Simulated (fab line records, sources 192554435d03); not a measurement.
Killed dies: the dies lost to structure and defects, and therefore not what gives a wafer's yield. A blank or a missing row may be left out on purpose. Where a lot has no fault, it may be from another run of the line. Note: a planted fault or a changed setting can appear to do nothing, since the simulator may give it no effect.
One fault through the eyes of 3 desks :: flow n5Finfet :: each desk holds nothing but its own numbers, with what lay behind them at the end

## THE METROLOGY DESK
Means of the sampled wafers that have a number, per lot and without regard to the tool the lot ran on: this is what the gauges read. The brackets show how far a lot's mean lies from the usual mean; more than 4 standard deviations puts the lot out of limits, marked OUT.
Columns: A = M9_OVL at N5_BEOL_M9_OVL_MEAS_12, usual -0.1 nm
lot: L151
first seen here: day 9 20:12
A: 0.1

lot: L154
first seen here: day 10 09:43
A: 0.6

lot: L152
first seen here: day 10 10:21
A: -0.1

lot: L158
first seen here: day 11 10:43
A: -0.0

lot: L157
first seen here: day 11 21:45
A: 0.1

lot: L161
first seen here: day 12 02:20
A: -0.7

lot: L167
first seen here: day 13 16:34
A: 0.7

lot: L166
first seen here: day 14 03:14
A: -0.4

lot: L170
first seen here: day 14 14:13
A: -0.5

lot: L173
first seen here: day 15 14:23
A: 0.4
This desk found nothing out of limits on any of the 10 lots.

## AT THE TOOL OWNER'S DESK: rieDiel-06
The tool's own readings at N5_BEOL_M9_ETCH_66 (etches SOC in N2/H2, target depth 80 nm, overetch 16 nm, time 120 s): means of the sampled wafers that have a number, for each lot that ran on this tool. The brackets show how far a lot's mean lies from the usual mean; more than 4 standard deviations puts the lot out of limits, marked OUT.
Columns: A = biasW at N5_BEOL_M9_ETCH_66, usual 150.0 W; B = drypumpMotorCurrentA at N5_BEOL_M9_ETCH_66, usual 5.8 A; C = oesProductAu at N5_BEOL_M9_ETCH_66, usual 0.60 a.u.; D = rfFwdPowerW at N5_BEOL_M9_ETCH_66, usual 835.9 W; E = rfVppV at N5_BEOL_M9_ETCH_66, usual 522.2 V; F = showerheadPlenumPTorr at N5_BEOL_M9_ETCH_66, usual 2.48 Torr; G = throttleValvePct at N5_BEOL_M9_ETCH_66, usual 17.90 %
lot: L154
first seen here: day 10 12:05
A: 150.1
B: 5.1
C: 0.56
D: 836.2
E: 520.9
F: 2.42
G: 17.92

lot: L158
first seen here: day 11 15:10
A: 141.7 (-24) OUT
B: 5.5
C: 0.58
D: 836.6
E: 501.6 (-12) OUT
F: 2.44
G: 17.83

lot: L161
first seen here: day 12 03:50
A: 141.6 (-24) OUT
B: 5.5
C: 0.58
D: 834.8
E: 501.4 (-12) OUT
F: 2.43
G: 17.84

lot: L173
first seen here: day 15 16:04
A: 150.1
B: 5.8
C: 0.59
D: 834.9
E: 521.4
F: 2.44
G: 17.77
This desk's finding: out of limits on L158, L161; first on L158, day 11 15:10 (biasW at N5_BEOL_M9_ETCH_66). In limits: L154, L173.

## THE DEFECT DESK
Counts from the inspections along the route, per lot, as means over the sampled wafers that have a number. The brackets show how far a lot's mean lies from the usual mean; more than 4 standard deviations puts the lot out of limits, marked OUT.
Columns: A = rawDefectCount at N5_BEOL_M9_INSPECT_13, usual 406
lot: L151
first seen here: day 9 20:14
A: 229

lot: L154
first seen here: day 10 09:44
A: 441

lot: L152
first seen here: day 10 10:23
A: 385

lot: L158
first seen here: day 11 10:44
A: 315

lot: L157
first seen here: day 11 21:46
A: 422

lot: L161
first seen here: day 12 02:22
A: 348

lot: L167
first seen here: day 13 16:35
A: 516

lot: L166
first seen here: day 14 03:16
A: 385

lot: L170
first seen here: day 14 14:14
A: 347

lot: L173
first seen here: day 15 14:25
A: 546
This desk found nothing out of limits on any of the 10 lots.

## TAKEN TOGETHER
An alarm could have come from the tool owner's desk at day 11 15:10, on L158, L161.
At the metrology desk, nothing out of limits was observed.
Nothing out of limits was seen by the defect desk.
The metrology desk has L158, L161 on record, within its limits.
The defect desk has L158, L161 on record, within its limits.
On rieDiel-06, each named lot ran N5_BEOL_M9_ETCH_66.

## WHAT THE SIMULATOR HAD PUT IN
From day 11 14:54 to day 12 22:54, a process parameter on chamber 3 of rieDiel-06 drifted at N5_BEOL_M9_ETCH_66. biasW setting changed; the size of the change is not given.
Shown lots that were struck: L158, L161.
How many hours passed from the start of the fault until each desk's first out-of-limits reading: the tool owner's desk, 0.
